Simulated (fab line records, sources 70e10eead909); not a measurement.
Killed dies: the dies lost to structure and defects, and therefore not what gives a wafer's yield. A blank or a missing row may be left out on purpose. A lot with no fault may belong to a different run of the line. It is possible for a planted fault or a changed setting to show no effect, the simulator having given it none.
Which tool did it? :: flow nand-harc :: Sampling: 6 lots, 18 wafers, 4 of 1159 route steps

== WHAT THE GAUGES SHOWED, per wafer ==
NHARC_END_SORT_01.
lot: L311
measured: day 22 02:26
on: prober-02
killed-at-array: 44 33 94

== WHAT TOOL EACH LOT RAN ON (gives the tool, then ch and the chambers of the sampled wafers, and finally the start) ==
lot: L302
NHARC_A_BLC_ETCH_16: rie-diel-09 ch 0,1,3, day 17 18:02
NHARC_A_BONDPAD_DEGAS_25: pvd-sputter-01, day 18 08:20
NHARC_HYBRID_BOND_ACTIVATE_00: rie-diel-11 ch 1,2,3, day 18 10:02

lot: L303
NHARC_A_BLC_ETCH_16: rie-diel-03 ch 1,2, day 17 22:11
NHARC_A_BONDPAD_DEGAS_25: pvd-sputter-02, day 18 11:49
NHARC_HYBRID_BOND_ACTIVATE_00: rie-diel-01 ch 0,1,3, day 18 13:32

lot: L307
NHARC_A_BLC_ETCH_16: rie-diel-03 ch 0,1, day 18 09:43
NHARC_A_BONDPAD_DEGAS_25: pvd-sputter-03, day 19 07:20
NHARC_HYBRID_BOND_ACTIVATE_00: rie-diel-11 ch 0,1,3, day 19 09:02

lot: L311
NHARC_A_BLC_ETCH_16: rie-diel-03 ch 1,2,3, day 20 01:16
NHARC_A_BONDPAD_DEGAS_25: pvd-sputter-01, day 20 16:42
NHARC_HYBRID_BOND_ACTIVATE_00: rie-diel-09 ch 1,2, day 20 18:23

lot: L321
NHARC_A_BLC_ETCH_16: rie-diel-03 ch 0,1, day 22 18:11
NHARC_A_BONDPAD_DEGAS_25: pvd-sputter-02, day 23 08:49
NHARC_HYBRID_BOND_ACTIVATE_00: rie-diel-09 ch 1,3, day 23 10:34

lot: L323
NHARC_A_BLC_ETCH_16: rie-diel-09 ch 0,2,3, day 22 21:40
NHARC_A_BONDPAD_DEGAS_25: pvd-sputter-03, day 23 12:07
NHARC_HYBRID_BOND_ACTIVATE_00: rie-diel-01 ch 0,1,3, day 23 13:47
- NHARC_A_BLC_ETCH_16: etches the open film in CF4, target depth 39 nm, time 65 s.
- NHARC_A_BONDPAD_DEGAS_25: time 60 s.
- NHARC_HYBRID_BOND_ACTIVATE_00: chemistry N2, time 60 s.

== THE ANSWER, worked out from the rows above alone ==
Rule: what is usual is taken from the lots themselves. The widest of any qualifying gaps counts: lots, ordered by their means at a reading, are off when they make up no more than a third of the lots, leave a main group of 4 or more, and stand apart from it by 3 or more times the standard deviation of that group's means. A main group is skipped when, at the precision printed for the reading in the tables above, its means are all equal. Also off: a lot with no number at a reading for which 4 or more lots have one. The other lots that the step has rows for count as sound.
No lot is off on any of the readings shown, so nothing can be concluded from this.

== WHAT HAD BEEN PUT IN BY THE SIMULATOR ==
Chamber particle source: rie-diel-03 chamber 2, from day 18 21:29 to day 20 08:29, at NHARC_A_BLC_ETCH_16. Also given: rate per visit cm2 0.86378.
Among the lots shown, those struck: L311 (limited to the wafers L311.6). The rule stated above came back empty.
